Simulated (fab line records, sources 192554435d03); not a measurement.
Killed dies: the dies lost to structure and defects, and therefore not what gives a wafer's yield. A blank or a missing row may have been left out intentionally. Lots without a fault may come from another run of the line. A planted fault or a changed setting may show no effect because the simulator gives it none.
3 desks looking at one fault :: flow n5_finfet :: each desk holds nothing but its own numbers, with what lay behind them at the end

## METROLOGY DESK
Lot by lot, what the gauges showed, no matter which tool ran the lot: averages of those sampled wafers that carry a number. If a lot's mean is further than 4 standard deviations from the usual mean, the lot is out of limits and carries the mark OUT (the distance appears in the brackets). Only the readings that lie furthest out on some lot appear, 7 of the 12 it has.
Columns: A = V2_OVL at N5_BEOL_M3_OVL_MEAS_29, usual 0.2 nm; B = DIBL_N at N5_BEOL_M4_RC_MEAS_101, usual 37.0 mV/V; C = IOFF_P at N5_BEOL_M4_RC_MEAS_101, usual 0.23 nA/um; D = SS_N at N5_BEOL_M4_RC_MEAS_101, usual 71.7 mV/dec; E = SS_P at N5_BEOL_M4_RC_MEAS_101, usual 73.6 mV/dec; F = VT_N at N5_BEOL_M4_RC_MEAS_101, usual 249 mV; G = VT_P at N5_BEOL_M4_RC_MEAS_101, usual -250 mV
lot: L287
first seen here: day 8 00:19
A: 1.2
B: 36.2
C: 0.23
D: 71.4
E: 73.2
F: 251
G: -250

lot: L290
first seen here: day 8 20:07
A: 0.3
B: 36.3
C: 0.17
D: 71.6
E: 73.7
F: 251
G: -257

lot: L295
first seen here: day 10 06:25
A: 0.2
B: 36.5
C: 0.25
D: 71.0
E: 73.7
F: 247
G: -246

lot: L298
first seen here: day 11 08:29
A: -1.0
B: 37.7
C: 0.21
D: 71.6
E: 73.3
F: 249
G: -253

lot: L303
first seen here: day 12 16:14
A: -1.3
B: 34.8
C: 0.17
D: 71.0
E: 72.6
F: 254
G: -254
Finding of this desk: none of the 5 lots has anything out of limits.

## THE DEFECT DESK
Per lot, the means of the sampled wafers with a number show what the inspections along the route counted. If a lot's mean is further than 4 standard deviations from the usual mean, the lot is out of limits and carries the mark OUT (the distance appears in the brackets).
Columns: A = raw_defect_count at N5_BEOL_M3_INSPECT_30, usual 399
lot: L287
first seen here: day 8 00:24
A: 365

lot: L290
first seen here: day 8 20:12
A: 408

lot: L295
first seen here: day 10 06:29
A: 287

lot: L298
first seen here: day 11 08:34
A: 349

lot: L303
first seen here: day 12 16:20
A: 518
Finding of this desk: none of the 5 lots has anything out of limits.

## AT THE TOOL OWNER'S DESK: rie_diel-04
The tool's own readings at N5_BEOL_M3_ETCH_69 (etches SiARC in CF4, target depth 15.6 nm, time 26 s): means of the sampled wafers that have a number, for each lot that ran on this tool. If a lot's mean is further than 4 standard deviations from the usual mean, the lot is out of limits and carries the mark OUT (the distance appears in the brackets).
Columns: A = drypump_motor_current_A at N5_BEOL_M3_ETCH_69, usual 5.8 A; B = etch_rf_on_time_s at N5_BEOL_M3_ETCH_69, usual 26.0 s; C = oes_product_au at N5_BEOL_M3_ETCH_69, usual 0.65 a.u.; D = rf_vpp_V at N5_BEOL_M3_ETCH_69, usual 184.2 V; E = showerhead_plenum_p_Torr at N5_BEOL_M3_ETCH_69, usual 2.15 Torr; F = throttle_valve_pct at N5_BEOL_M3_ETCH_69, usual 15.56 %
lot: L295
first seen here: day 10 06:35
A: 5.0
B: 26.1
C: 0.62
D: 184.8
E: 2.21
F: 15.67

lot: L303
first seen here: day 12 16:25
A: 6.0
B: 29.4
C: 0.70
D: 185.3
E: 2.27
F: 15.40
Finding of this desk: none of the 2 lots has anything out of limits.

## ALL TOGETHER
The metrology desk saw nothing out of limits.
Nothing out of limits was seen by the defect desk.
Nothing out of limits was seen by the tool owner's desk.

## WHAT WAS PUT IN BY THE SIMULATOR
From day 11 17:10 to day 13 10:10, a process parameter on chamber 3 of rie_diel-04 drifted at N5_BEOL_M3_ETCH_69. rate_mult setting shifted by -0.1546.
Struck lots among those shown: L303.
